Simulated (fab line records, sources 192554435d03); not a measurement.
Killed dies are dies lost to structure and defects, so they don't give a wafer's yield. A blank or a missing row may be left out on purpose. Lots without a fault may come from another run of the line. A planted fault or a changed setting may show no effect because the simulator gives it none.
A struck lot beside a sound one | flow n5_finfet | 40 steps out of a route of 1938
Sound: wafers L671.2, L671.5, L671.6. Struck: wafer L688.5. (L688.2, L688.6 of the same lot were not struck and are left out.) The cause comes at the end.
At each step with rows: each side's tool, then ch and its chambers, then its first start. Under that, the readings that differ: sound wafers | struck wafers | difference of the means | sigmas: that difference in standard deviations of wafers without a fault.
alike: readings whose means differ by less than 2 such deviations, and words and numbers that are the same on both sides. not compared: withheld readings, readings that some wafer has no value for, bounds like >300 that may hide the same value, and numbers for which the record gives no deviation and whose values overlap.
The two part at a step that has a row with sigmas, a row that says differs or no value, or rows on one side only. Numbers that don't overlap but have no deviation are shown without sigmas and don't part them. A reading that every wafer of one side lacks parts them only if that side has two wafers or more.

first, 12 steps without rows for these wafers: N5_HKMG_FIN_ETCH_32 (etches SOC in N2/H2, target depth 240 nm, time 300 s); N5_HKMG_FIN_STRIP_33 (strips in N2/H2); N5_HKMG_FIN_STRIP_34 (strips in CF4); N5_HKMG_FIN_ETCH_35 (etches SOC in N2/H2, target depth 215.8 nm, time 243.4 s); N5_HKMG_FIN_STRIP_92 (strips SOC in N2/H2, time 20 s); N5_HKMG_FIN_WET_ETCH_18 (etches TiN in SC1, time 55 s, target depth 5.2 nm, rinse time 30 s); N5_HKMG_FIN_STRIP_19 (strips in N2/H2, time 360 s); N5_HKMG_FIN_ALD_91 (deposits TiN, target thk 1 nm, pulse time 1 s, purge time 3 s); N5_HKMG_FIN_COAT_85 (time 60 s, resist thk 300 nm); N5_HKMG_FIN_ETCH_86 (etches SOC in N2/H2, stops on TiN, target depth 393.2 nm); N5_HKMG_FIN_STRIP_89 (strips SOC in N2/H2, time 20 s); N5_HKMG_FIN_WET_ETCH_87 (etches TiN in SC1, time 154.2 s, target depth 4.7 nm, rinse time 30 s).
N5_HKMG_FIN_STRIP_88: strips in N2/H2, time 360 s.
  sound on plasma_asher-02 ch 0,1, day 4 09:59; struck on plasma_asher-01 ch 0, day 8 17:31
  reading                     | sound       | struck | difference | sigmas
  drypump_motor_current_A (A) | 6.3 6.3 5.7 | 5.0    | -1.1       | -2
  heater_power_w (W)          | 487 504 473 | 592    | +104       | +3
  not compared: rf_hours_counter_h
N5_HKMG_FIN_NWFM_ALD_20: deposits TiAlC, target thk 2 nm, pulse time 3 s, purge time 2 s.
  sound on ald_metal-01 ch 2,3, day 4 10:22; struck on ald_metal-02 ch 1, day 8 17:54
  alike: heater_power_w, precursor_pulse_height_rel
then, 3 steps without rows for these wafers: N5_HKMG_FIN_ALD_71 (deposits TiN, target thk 1 nm, pulse time 1 s, purge time 3 s); N5_HKMG_FIN_COAT_66 (time 60 s, resist thk 300 nm); N5_HKMG_FIN_ETCH_67 (etches SOC in N2/H2, stops on TiN, target depth 388.9 nm).
N5_HKMG_FIN_STRIP_90: strips SOC in N2/H2, time 20 s.
  sound on rie_diel-02 ch 0,3, day 4 10:52; struck on rie_diel-02 ch 2, day 8 18:24
  reading                         | sound          | struck | difference | sigmas
  showerhead_plenum_p_Torr (Torr) | 3.22 3.44 3.22 | 3.58   | +0.29      | +2
  alike: drypump_motor_current_A, oes_product_au, rf_vpp_V, throttle_valve_pct
  not compared: rf_hours_counter_h
then, 3 steps without rows for these wafers: N5_HKMG_FIN_WET_ETCH_73 (etches the open film in SC1, time 42.3 s, target depth 1.3 nm, rinse time 30 s); N5_HKMG_FIN_ETCHBACK_68 (etches the open film in Cl2/Ar, stops on HfO2, target depth 0.5 nm); N5_HKMG_FIN_STRIP_69 (strips in N2/H2, time 360 s).
N5_HKMG_FIN_ALD_21: deposits TiN, target thk 1.5 nm, pulse time 1 s, purge time 3 s.
  sound on ald_metal-03 ch 0,1,3, day 4 11:33; struck on ald_metal-01 ch 1, day 8 19:11
  alike: heater_power_w, precursor_pulse_height_rel
then, 5 steps without rows for these wafers: N5_HKMG_FIN_ALD_72 (deposits W, target thk 2 nm, pulse time 1 s, purge time 2 s); N5_HKMG_FIN_W_FILL_22 (material W, target thk 60 nm, time 18.2 s); N5_HKMG_FIN_PRECLEAN_83 (cleans in DIW, time 57.5 s); N5_HKMG_FIN_SRD_84 (dry time 32 s); N5_HKMG_FIN_CMP_23 (polishes, stops on SiNx, t overpolish 10 s, target thk 46.326 nm).
N5_HKMG_FIN_CMP_94: polishes, stops on SiNx, t overpolish 4.7 s, target thk 43.299 nm.
  sound on cmp-01 ch 0,1,3, day 4 12:37; struck on cmp-02 ch 0, day 8 20:17
  alike: motor_current_A
then, 4 steps without rows for these wafers: N5_GATE_CUT_ETCHBACK_00 (etches W in SF6/Cl2); N5_GATE_CUT_ETCH_56 (etches TiN in Cl2/Ar, target depth 21.6 nm); N5_GATE_CUT_ETCHBACK_30 (etches TiN in Cl2/Ar, target depth 3 nm); N5_GATE_CUT_VAPOR_ETCH_60 (etches HfO2 in BCl3/Cl2).
N5_GATE_CUT_ETCH_58: etches SiNx in CH3F/O2, target depth 17 nm, time 128.6 s.
  sound on rie_diel-06 ch 0,1,3, day 4 13:10; struck on rie_diel-05 ch 3, day 8 20:47
  reading                         | sound          | struck | difference | sigmas
  rf_vpp_V (V)                    | 99.7 97.6 98.8 | 100.7  | +2.0       | +2
  showerhead_plenum_p_Torr (Torr) | 1.96 1.87 1.99 | 2.08   | +0.14      | +3
  alike: drypump_motor_current_A, oes_product_au, throttle_valve_pct
  not compared: rf_hours_counter_h
then, 6 steps without rows for these wafers: N5_GATE_CUT_STRIP_59 (strips in N2/H2, time 20 s); N5_GATE_CUT_PRECLEAN_31 (cleans in DIW, time 300 s); N5_GATE_CUT_SRD_32 (time 30 s); N5_GATE_CUT_SAC_CAP_01 (material SiNx, target thk 24 nm, pulse time 1 s, ald cycles 480); N5_GATE_CUT_PECVD_57 (deposits SiNx from SiH4/NH3/N2, target thk 21 nm); N5_GATE_CUT_CMP_02 (polishes, stops on SiO2, t overpolish 12.7 s, target thk 0 nm).
-- the record jumps here: 8 days lie between the struck wafers' starts before and after (it left off in module GATE_CUT and takes up again in module PASSIVATION, whose first step shown is number 1936 of the route) --
N5_PASSIVATION_PROBE_49:
  sound on prober-02, day 12 23:29; struck on prober-01, day 17 03:20
  reading                  | sound          | struck | difference | sigmas
  defect_limited_yield (%) | 92.5 93.0 92.5 | 81.2   | -11.5      | -8
  killed_at_front_end      | 32 40 31       | 177    | +143       | +14
  killed_dies              | 88 83 89       | 222    | +135       | +8
  sort_bin_5_function (%)  | 4.3 3.5 5.0    | 10.9   | +6.6       | +7
  sort_bin_6_memory (%)    | 2.8 3.3 2.5    | 4.8    | +1.9       | +3
  sort_n_pass              | 1092 1097 1091 | 958    | -135       | -8
  sort_yield_pct (%)       | 92.5 93.0 92.5 | 81.2   | -11.5      | -8
  alike: killed_at_M0_to_M3, killed_at_M4_up, killed_at_contacts, killed_at_other, killed_open, killed_short, sort_bin_8_speed

WHERE THEY PART
First at N5_HKMG_FIN_STRIP_88; last, within this record, at N5_PASSIVATION_PROBE_49.

WHY: what the simulator had put in
Chamber particle source: plasma_asher-01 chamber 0, from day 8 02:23 on, at N5_HKMG_FIN_STRIP_88. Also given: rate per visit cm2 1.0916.
